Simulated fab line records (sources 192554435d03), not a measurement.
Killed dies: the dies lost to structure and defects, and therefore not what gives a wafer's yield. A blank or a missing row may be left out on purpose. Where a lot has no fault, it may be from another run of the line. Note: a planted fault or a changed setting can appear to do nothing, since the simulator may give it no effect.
fab line records    flow n5-finfet
[record] lots = 4  wafers = 12  last-day = 17
route steps=1938 shown HKMG_FIN@455 GATE_CUT@465 PASSIVATION@1936
lots untouched by any fault: they come from a run of this same line in which no faults occurred
start-h: start of the lot's first displayed wafer, in hours after the record's first day    wait-h: hours elapsed since this lot's preceding step    " repeats the value in the row above    L1.1+2: a row that stands for several wafers    - either no value or no given start    * or withheld: withheld    < > ~ a bound
route shown NAME@n: NAME is a module with steps in the file, n the number in the route of the first one    usual: average and standard deviation across the fault-free wafers    same: alike in all rows    chamber/n: place in a boat    sites: per-site readings    _std_site: standard deviation of those values    _edge_site: inner sites' mean taken away from outer sites' mean    radius-mm: how far each site lies from the wafer's centre    mask NAME#n: copy n    behind: the tool/chamber that last shaped the wafer    hold: the reason the lot was held/the length of the hold in hours/how it ended    device: which transistor (n, p or np) failed to switch    end of line: tests of these same wafers at the route's end    a step without rows: its recipe alone    killed: not the wafer's yield, but the dies lost to structure and defects at the first sort    map: shows each die of a wafer: x if killed, . if not, _ if none is there
set.NAME: the setting that was run; set.NAME@STEP: the one run at that earlier step    model.NAME: the simulator's own value behind a step, which no gauge read
a table for each step, a row for each wafer; lots at some steps of the route
services: a tool's chamber out of use, with start hour (start-h, from the record's first day; less than 0 if before it), hours out, and reason
[[steps]]
[step N5_HKMG_FIN_STRIP_69]
[recipe] chemistry = N2/H2  power-w = 2500  temp-c = 300  h2-frac = 0.65  time-s = 360  pressure-mtorr = withheld  n2-flow-sccm = 1750  h2-flow-sccm = 3250
[step N5_HKMG_FIN_ALD_21]
[recipe] material = TiN  target-thk-a = 15  temp-c = 400  ald-precursor-family = TiCl4  ald-co-reactant = NH3  pulse-time-s = 1  purge-time-s = 3  co-reactant-purge-time-s = 2  co-reactant-pulse-time-s = 2  ald-cycles = 68  pressure-torr = 3
[step N5_HKMG_FIN_ALD_72]
[recipe] material = W  target-thk-a = 20  temp-c = 300  pressure-torr = 7.5  ald-precursor-family = WF6  ald-co-reactant = B2H6  pulse-time-s = 1  purge-time-s = 2  co-reactant-purge-time-s = 2  co-reactant-pulse-time-s = 3  ald-cycles = 7
[step N5_HKMG_FIN_W_FILL_22]
[recipe] material = W  target-thk-a = 600  temp-c = 400  pressure-torr = 39.4  time-s = 18.2
[step N5_HKMG_FIN_PRECLEAN_83]
[recipe] chemistry = DIW  time-s = 57.5  temp-c = 23
[step N5_HKMG_FIN_SRD_84]
[recipe] dry-time-s = 32  dry = n2-spin  spin-rpm = 1500
[step N5_HKMG_FIN_CMP_23]
[recipe] stop-on = SiNx  t-overpolish-s = 10  post-cmp-clean = rinse-only  down-force-psi = 4  platen-rpm = 50.289  pad-velocity-m-s = 1.0006  target-thk-nm = 46.326
[step N5_HKMG_FIN_CMP_94]
[recipe] stop-on = SiNx  post-cmp-clean = w-dilute-nh4oh  t-overpolish-s = 4.7  down-force-psi = 4  platen-rpm = 50.289  pad-velocity-m-s = 1.0006  target-thk-nm = 43.299
[step N5_GATE_CUT_ETCHBACK_00]
[recipe] chemistry = SF6/Cl2  target = W  pressure-mtorr = 8  icp-w = 900  bias-w = 80  SF6_flow_sccm = 40  Cl2_flow_sccm = 60
[step N5_GATE_CUT_ETCH_56]
[recipe] chemistry = Cl2/Ar  target = TiN  target-depth-a = 216  pressure-mtorr = 10  icp-w = 600  bias-w = 60  Cl2_flow_sccm = 40  Ar_flow_sccm = 60
[step N5_GATE_CUT_ETCHBACK_30]
[recipe] chemistry = Cl2/Ar  target = TiN  target-depth-a = 30  mode = isotropic  pressure-mtorr = 10  icp-w = 600  bias-w = 60  Cl2_flow_sccm = 40  Ar_flow_sccm = 60
[usual] bias-w = 59.99/0.16  chamber-pressure-mTorr = 10.000/0.0088  drypump-motor-current-A = 5.8/0.42  oes-product-au = 0.72/0.11  throttle-valve-pct = 20.79/0.18
lot.wafer  tool          chamber  start-h  wait-h  bias-w  chamber-pressure-mTorr  drypump-motor-current-A  oes-product-au  rf-hours-counter-h  throttle-valve-pct
L131.1     rie-metal-01  0        105.92   0.1     59.81   9.991                   5.3                      0.61            124                 20.57
L131.2     "             1        "        "       60.03   9.991                   6.3                      0.68            92                  20.81
L131.4     "             1        "        "       60.18   9.992                   6.3                      0.69            -                   20.79
L135.3     rie-metal-01  1        130.10   0.0     59.99   9.982                   6.3                      0.68            -                   20.80
L135.4     "             0        "        "       60.08   9.991                   5.3                      0.60            -                   20.58
L135.6     "             1        "        "       60.18   10.009                  6.3                      0.67            -                   20.80
L137.2     rie-metal-01  0        145.21   0.1     60.12   9.991                   5.3                      0.61            128                 20.56
L137.3     "             1        "        "       59.88   9.999                   6.3                      0.67            -                   20.79
L137.4     "             0        "        "       60.03   10.003                  5.3                      0.59            -                   20.57
L146.2     rie-metal-02  0        198.67   0.1     59.82   9.995                   5.8                      0.70            82                  20.64
L146.3     "             0        "        "       59.81   9.997                   5.8                      0.70            -                   20.65
L146.6     "             1        "        "       60.09   9.996                   5.3                      0.83            -                   20.97
[step N5_GATE_CUT_VAPOR_ETCH_60]
[recipe] chemistry = BCl3/Cl2  target = HfO2  mode = isotropic
[step N5_GATE_CUT_ETCH_58]
[recipe] chemistry = CH3F/O2  target = SiNx  target-depth-a = 170  time-s = 128.6  ion-energy-ev = 50  pressure-mtorr = 30  source-w = 415  bias-w = 21  Ar_flow_sccm = 150  CH3F_flow_sccm = 30  O2_flow_sccm = 20
[step N5_GATE_CUT_STRIP_59]
[recipe] chemistry = N2/H2  time-s = 20  power-w = 100  temp-c = 40  pressure-mtorr = 100  rf-frequency-hz = 6e+07  bias-power-w = 3  n2-flow-sccm = 300  h2-flow-sccm = 300
[step N5_GATE_CUT_PRECLEAN_31]
[recipe] temp-c = 23  chemistry = DIW  time-s = 300
[step N5_GATE_CUT_SRD_32]
[recipe] time-s = 30  temp-c = 23  rinse-liquid = diw  dry = ipa-marangoni
[step N5_GATE_CUT_SAC_CAP_01]
[recipe] material = SiNx  target-thk-a = 240  temp-c = 400  ald-precursor-family = SiH2I2  ald-co-reactant = N2/H2-plasma  pulse-time-s = 1  ald-cycles = 480  purge-time-s = 2  co-reactant-purge-time-s = 2  pressure-torr = 2
[step N5_GATE_CUT_PECVD_57]
[recipe] material = SiNx  target-thk-a = 210  temp-c = 400  precursor = SiH4/NH3/N2  pressure-torr = 1.5  rf-w = 300
[step N5_GATE_CUT_CMP_02]
[recipe] stop-on = SiO2  t-overpolish-s = 12.7  post-cmp-clean = alkaline-brush  down-force-psi = 2.5  platen-rpm = 51.8  pad-velocity-m-s = 1.0307  target-thk-nm = 0
[step N5_GATE_CUT_HM_DEP_46]
[recipe] material = SiO2  target-thk-a = 1300  temp-c = 400  precursor = TEOS/O2  pressure-torr = 6.5  rf-w = 900  teos-flow-sccm = 161.4  gas = O2  flow-sccm = 2650  time-s = 26.6
[step N5_GATE_CUT_COAT_34]
[recipe] resist = SOC  temp-c = 250  time-s = 60  spin-rpm = 1500  resist-thk-nm = 60
[step N5_GATE_CUT_COAT_35]
[recipe] resist = SiARC  temp-c = 220  time-s = 60  spin-rpm = 1500  resist-thk-nm = 10
[step N5_GATE_CUT_COAT_27]
[recipe] resist = underlayer  temp-c = 205  time-s = 60  spin-rpm = 1500  resist-thk-nm = 10
[step N5_GATE_CUT_COAT_07]
[recipe] resist = CAR-EUV  spin-rpm = 1500  resist-thk-nm = 30
[step N5_GATE_CUT_EBR_09]
[recipe] solvent = PGMEA  ebr-width-mm = 1.5
[step N5_GATE_CUT_SOFTBAKE_08]
[recipe] temp-c = 110  time-s = 60  resist = CAR-EUV
[step N5_GATE_CUT_EXPOSE_10]
[recipe] mask-id = GATE_CUT  na = 0.33  source-shape = annular  sigma-inner = 0.35  sigma-outer = 0.8  polarization = unpolarized  target-cd-nm = 20  dose-mj = 43.25
[step N5_GATE_CUT_PEB_11]
[recipe] peb-temp-c = 100  peb-time-s = 60  resist = CAR-EUV
[step N5_GATE_CUT_DEVELOP_12]
[recipe] develop-time-s = 30  developer = TMAH  resist = CAR-EUV  rinse-liquid = surfactant-rinse  dry = air-spin  dev-temp-c = 23
[step N5_GATE_CUT_DESCUM_18]
[recipe] chemistry = O2  time-s = 7  source-power-w = 50  bias-power-w = 20  pressure-mtorr = 20  rf-frequency-hz = 2.712e+07  temp-c = 40  resist = CAR-EUV  o2-flow-sccm = 225
[step N5_GATE_CUT_ETCH_28]
[recipe] chemistry = N2/H2  target = underlayer  target-depth-a = 130  mask-material = CAR-EUV  time-s = 10.4  ion-energy-ev = 200  pressure-mtorr = 30  source-w = 840  bias-w = 150  n2-flow-sccm = 200  h2-flow-sccm = 200  ends = cleared
[step N5_GATE_CUT_ETCH_36]
[recipe] chemistry = CF4  target = SiARC  target-depth-a = 130  mask-material = CAR-EUV  time-s = 21.7  ion-energy-ev = 80  pressure-mtorr = 40  source-w = 545  bias-w = 36  Ar_flow_sccm = 100  cf4-flow-sccm = 100  ends = cleared
[step N5_GATE_CUT_ETCH_37]
[recipe] chemistry = N2/H2  target = SOC  target-depth-a = 600  overetch-a = 120  mask-material = SiARC  temp-c = 40  time-s = 90  ion-energy-ev = 200  pressure-mtorr = 30  source-w = 840  bias-w = 150  n2-flow-sccm = 200  h2-flow-sccm = 200
[step N5_GATE_CUT_STRIP_38]
[recipe] chemistry = N2/H2  temp-c = 40  n2-flow-sccm = 200  h2-flow-sccm = 200  rf-frequency-hz = 6e+07
[step N5_GATE_CUT_STRIP_39]
[recipe] chemistry = N2/H2  temp-c = 40  n2-flow-sccm = 200  h2-flow-sccm = 200  rf-frequency-hz = 6e+07
[step N5_GATE_CUT_HM_OPEN_40]
[recipe] chemistry = C4F6/O2  target = SiO2  mask-material = SiARC  target-depth-a = 1390  time-s = 85.1  ion-energy-ev = 250  pressure-mtorr = 30  source-w = 345  bias-w = 185  Ar_flow_sccm = 300  C4F6_flow_sccm = 10  O2_flow_sccm = 10  ends = cleared
[step N5_PASSIVATION_PROBE_49]
[usual] defect-limited-yield = 91.4/1.3  killed_at_M0_to_M3 = 34/10  killed_at_M4_up = 14/5.6  killed-at-contacts = 13/5.9  killed-at-front-end = 37/9.9  killed-at-other = 3.5/2.8  killed-dies = 101/15  killed-on-rim = 13/3.9  killed-open = 67/12  killed-short = 32/6.6  sort_bin_5_function = 5.0/0.81  sort_bin_6_memory = 3.2/0.66  sort-n-pass = 1079/15  sort-yield-pct = 91.4/1.3
[same] gross-dies = 1180  killed-at-back-side = 0  sort_bin_4_leakage[%] = 0  sort_bin_8_speed[%] = 0
lot.wafer  tool       chamber  start-h  wait-h  defect-limited-yield[%]  killed_at_M0_to_M3  killed_at_M4_up  killed-at-contacts  killed-at-front-end  killed-at-other  killed-dies  killed-on-rim  killed-open  killed-short  sort_bin_5_function[%]  sort_bin_6_memory[%]  sort-n-pass  sort-yield-pct[%]
L131.1     prober-02  -        308.64   0.0     90.3                     51                  19               9                   33                   2                114          14             85           28            5.7                     3.7                   1066         90.3
L131.2     prober-02  -        308.69   0.1     88.4                     60                  10               8                   54                   5                137          20             90           47            6.7                     4.8                   1043         88.4
L131.4     prober-02  -        308.79   0.2     90.4                     36                  8                12                  53                   4                113          18             73           40            5.3                     4.0                   1067         90.4
L135.3     prober-01  -        328.71   0.1     89.3                     16                  14               8                   86                   2                126          28             55           19            6.2                     3.2                   1054         89.3
L135.4     prober-01  -        328.76   0.2     82.9                     22                  9                0                   171                  0                202          8              35           20            10.3                    3.1                   978          82.9
L135.6     prober-01  -        328.86   0.3     88.4                     33                  12               4                   86                   2                137          30             47           33            7.5                     2.4                   1043         88.4
L137.2     prober-02  -        337.14   0.1     79.2                     39                  15               8                   176                  7                245          11             63           32            12.9                    4.7                   935          79.2
L137.3     prober-02  -        337.19   0.1     86.9                     45                  11               6                   85                   7                154          32             77           22            8.1                     3.0                   1026         86.9
L137.4     prober-02  -        337.24   0.2     78.9                     37                  15               11                  185                  1                249          13             70           25            12.1                    5.3                   931          78.9
L146.2     prober-02  -        418.70   0.6     89.3                     34                  23               13                  55                   1                126          13             88           38            6.1                     4.6                   1054         89.3
L146.3     prober-02  -        418.75   0.7     90.3                     23                  29               28                  33                   2                115          10             88           26            5.8                     3.8                   1065         90.3
L146.6     prober-02  -        418.90   0.8     89.2                     35                  28               13                  48                   4                128          20             99           27            6.7                     3.7                   1052         89.2
// killed by level:class
L131.1 BEOL_M0_SAQP:geometric-particle:open=13 BEOL_M2:geometric-particle:open=10 FIN_SAQP:geometric-particle:open=9 STI_FIN_REVEAL:geometric-particle:open=8 MOL_CONTACT_COAG:geometric-particle:open=8 BEOL_M3:geometric-particle:open=8 BEOL_M4:geometric-particle:open=8 BEOL_M0_SAQP:geometric-particle:short=7
L131.2 BEOL_M3:geometric-particle:open=27 FIN_SAQP:geometric-particle:short=14 STI_FIN_REVEAL:geometric-particle:open=13 FIN_SAQP:geometric-particle:open=8 BEOL_M0_SAQP:geometric-particle:open=8 BEOL_M2:geometric-particle:open=7 GATE_CUT:geometric-particle:short=6 STI_FIN_REVEAL:geometric-particle:short=5
L131.4 STI_FIN_REVEAL:geometric-particle:open=20 BEOL_M0_SAQP:geometric-particle:short=10 MOL_CONTACT_COAG:geometric-particle:open=9 STI_FIN_REVEAL:geometric-particle:short=8 BEOL_M2:geometric-particle:open=8 FIN_SAQP:geometric-particle:open=6 BEOL_M0_SAQP:geometric-particle:open=6 BEOL_M3:geometric-particle:open=6
L135.3 GATE_CUT:unspecified=52 FIN_SAQP:geometric-particle:open=13 FIN_SAQP:geometric-particle:short=10 BEOL_M4:geometric-particle:open=8 DUMMY_GATE:geometric-particle:open=7 MOL_CONTACT_COAG:geometric-particle:open=7 BEOL_M0_SAQP:geometric-particle:open=5 BEOL_M3:geometric-particle:open=5
L135.4 GATE_CUT:unspecified=147 FIN_SAQP:geometric-particle:open=7 BEOL_M0_SAQP:geometric-particle:short=7 FIN_SAQP:geometric-particle:short=5 DUMMY_GATE:geometric-particle:open=5 BEOL_M3:geometric-particle:open=5 BEOL_M0_SAQP:geometric-particle:open=3 BEOL_M1:geometric-particle:open=3
L135.6 GATE_CUT:unspecified=56 BEOL_M2:geometric-particle:open=11 FIN_SAQP:geometric-particle:open=8 FIN_SAQP:geometric-particle:short=7 BEOL_M1:geometric-particle:open=5 BEOL_M0_SAQP:geometric-particle:short=4 ILD0:geometric-particle:short=3 MOL_CONTACT_COAG:geometric-particle:open=3
L137.2 GATE_CUT:unspecified=148 BEOL_M2:geometric-particle:open=12 STI_FIN_REVEAL:geometric-particle:open=11 BEOL_M0_SAQP:geometric-particle:open=6 BEOL_M0_SAQP:geometric-particle:short=6 FIN_SAQP:geometric-particle:short=5 MOL_CONTACT_COAG:geometric-particle:open=5 BEOL_M3:geometric-particle:open=5
L137.3 GATE_CUT:unspecified=55 BEOL_M2:geometric-particle:open=12 BEOL_M0_SAQP:geometric-particle:open=12 FIN_SAQP:geometric-particle:open=10 BEOL_M0_SAQP:geometric-particle:short=9 STI_FIN_REVEAL:geometric-particle:open=6 MOL_CONTACT_COAG:geometric-particle:open=5 BEOL_M1:geometric-particle:open=5
L137.4 GATE_CUT:unspecified=153 MOL_CONTACT_COAG:geometric-particle:open=11 STI_FIN_REVEAL:geometric-particle:open=10 BEOL_M0_SAQP:geometric-particle:open=9 BEOL_M0_SAQP:geometric-particle:short=9 DUMMY_GATE:geometric-particle:open=8 BEOL_M4:geometric-particle:open=5 BEOL_M3:geometric-particle:open=5
L146.2 STI_FIN_REVEAL:geometric-particle:open=15 BEOL_M4:geometric-particle:open=14 FIN_SAQP:geometric-particle:open=13 BEOL_M3:geometric-particle:open=11 MOL_CONTACT_COAG:geometric-particle:open=9 FIN_SAQP:geometric-particle:short=7 BEOL_M0_SAQP:geometric-particle:short=6 BEOL_M2:geometric-particle:open=5
L146.3 MOL_CONTACT_COAG:geometric-particle:open=24 BEOL_M4:geometric-particle:open=16 DUMMY_GATE:geometric-particle:open=9 FIN_SAQP:geometric-particle:open=5 STI_FIN_REVEAL:geometric-particle:open=4 STARTING-WAFER:geometric-particle:short=4 MOL_CONTACT_COAG:geometric-particle:short=4 BEOL_M0_SAQP:geometric-particle:short=4
L146.6 STI_FIN_REVEAL:geometric-particle:open=15 BEOL_M2:geometric-particle:open=13 MOL_CONTACT_COAG:geometric-particle:open=12 BEOL_M4:geometric-particle:open=11 BEOL_M3:geometric-particle:open=9 FIN_SAQP:geometric-particle:open=6 DUMMY_GATE:geometric-particle:open=6 BEOL_M7:geometric-particle:open=6
// map L135.4 (x killed, . not)
_________________............________________
______________..x..............._____________
___________................x......x__________
__________............x............._________
________......................x......._______
_______..x........................x....______
______............................x....._____
_____......x..x..x......x................____
____.............x.x...................x..___
___.x....x......xxxxx...................x..__
___..........xxxxxx..x.x................x..__
__......x.x..xxxxxxxxx...x...x....x.x......._
__.......x.xxxxxxxxxxxxx...................._
_........xxxxxxxxxxxxxx.xx...x..........x....
_.......xxxxxxxxxxxxxxxx...x...........x.....
_..........xxxxxxxxxxxxxx....................
_......x...xxxxxxxxxxxxxx....................
_.......x.xxxxxxxxxxxxx.x....................
_.........xxxxxxxxxxxxxx.....................
_..........xxx.xxxxx..x...................x..
_...........xx..xx.xxx...x.x...x.............
__.............x....x.x.x........x.........._
__x................x.x........x.x..........._
___..........x............x................__
___.......x.....x....x........x...........x__
____......................................___
_____....................................____
______......x.x........................._____
_______......x.........................______
________........x....................._______
__________x........................._________
___________.........x.x.....x......__________
______________.................._____________
_________________x..x........________________
// map L137.4 (x killed, . not)
_________________........x...________________
______________.................._____________
___________x.................xx....__________
__________.......x.................._________
________........x............xx...x..._______
_______......x.......x..............xxx______
______.....................x.x.........._____
_____............x....x.................x____
____.........x........x............x.....x___
___........xxx.xxxxxx...x.....x............__
___........xxxxxxxxx.xxxx......xx..........__
__....x.x.x.xxxxxxxxxxxx................x..._
__.........xxxxxxxxxxxxxx..................._
_.........xxxxxxxxxxxxxx......x..............
_...x......xxxxxxxxxxxx.x.x..................
_.......x..xxxxxxxxxxxxxxx.....x...........x.
_........xxxxxxxxxxxxxxxx....x...............
_.......x.xxxxxxxxxxxxxx...x...........x.....
_.....x....xx.xxxxxxxxxx.x...................
_...x.......xxxxxxxxxxxx.....................
_........x....xxxxxxx.x...x...x..x...........
__...x.......xx.xx..xx........x......xx....._
__...........xx...xxx............x.x.xx...x._
___.......x.....x.....x....................__
___x...................................x...__
____......................................___
_____.x....x.x...........x.x.x.x.........____
______.....x.x......x...x.....x........._____
_______.x.....x.......x...x............______
________........................x....._______
__________.....................x.x.x_________
___________...........x............__________
______________..........x....x.._____________
_________________.....x......________________
[[services]]
tool          chamber  start-h  hours  kind
rie-metal-02  -        107.96   1.2    repair
[[key]]
[first-sign] step = N5_PASSIVATION_PROBE_49  reading = killed-at-front-end  direction = up  sigmas = 9.5  usual = 37  struck = 132
[effect] step = N5_PASSIVATION_PROBE_49  reading = defect-limited-yield  direction = down  sigmas = 5.6  usual = 91.4  struck = 84.3
[more-kills-born-at] N5_GATE_CUT_ETCHBACK_30@rie-metal-01 = 611
met-at N5_GATE_CUT_ETCHBACK_30
struck-wafers L135.3,L135.4,L135.6,L137.2,L137.3,L137.4
onset-between 105.92 130.10
[fault] kind = chamber-particle-source  tool = rie-metal-01  chamber = -  onset-h = 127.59  steps = N5_GATE_CUT_ETCHBACK_30  rate-per-visit-cm2 = 1.5148  end-h = 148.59
